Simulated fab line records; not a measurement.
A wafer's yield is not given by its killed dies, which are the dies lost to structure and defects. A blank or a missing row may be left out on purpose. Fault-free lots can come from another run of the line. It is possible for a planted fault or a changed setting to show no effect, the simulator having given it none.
Matching of chambers    flow n5-finfet    rie-diel-01 running N5_BEOL_M8_ETCH_72: 3 sister chambers
The step etches underlayer in N2/H2, target depth 6.5 nm, time 5.2 s. 6 wafers are shown with their chamber, then 5 later ones without.

== WAFERS, EACH WITH ITS CHAMBER ==
wafer   chamber  showerhead-plenum-p-Torr (Torr)  drypump-motor-current-A (A)
L082.3  2        2.61                             5.4
L082.4  1        2.48                             6.5
L083.3  2        2.61                             5.4
L083.6  0        2.42                             6.2
L085.1  1        2.48                             6.4
L085.4  0        2.41                             6.2

== WAFERS WITH NO CHAMBER GIVEN ==
wafer   showerhead-plenum-p-Torr (Torr)  drypump-motor-current-A (A)
L085.6  2.48                             6.5
L086.2  2.48                             6.4
L086.4  2.41                             6.2
L094.1  2.47                             6.5
L094.3  2.60                             5.4

== EACH ONE'S CHAMBER ==
wafer   from the rows above  in truth
L085.6  1                    1
L086.2  1                    1
L086.4  0                    0
L094.1  1                    1
L094.3  2                    2
Correctly placed: 5 of 5. Can't be placed from these rows: 0. 0 placed wrongly.
How it was worked out, from the rows above alone: a wafer's distance from a chamber is the root of the sum, over the readings, of the square of ((its reading less the chamber's mean) divided by the reading's scatter). If the next closest chamber is less than 2 further off than the closest, the wafer can't be placed; otherwise it belongs to the closest. A chamber's mean is the mean of its shown wafers. The scatter: the root of (the sum of the squares of (reading less its chamber's mean) over the shown wafers, divided by (wafers less chambers)).
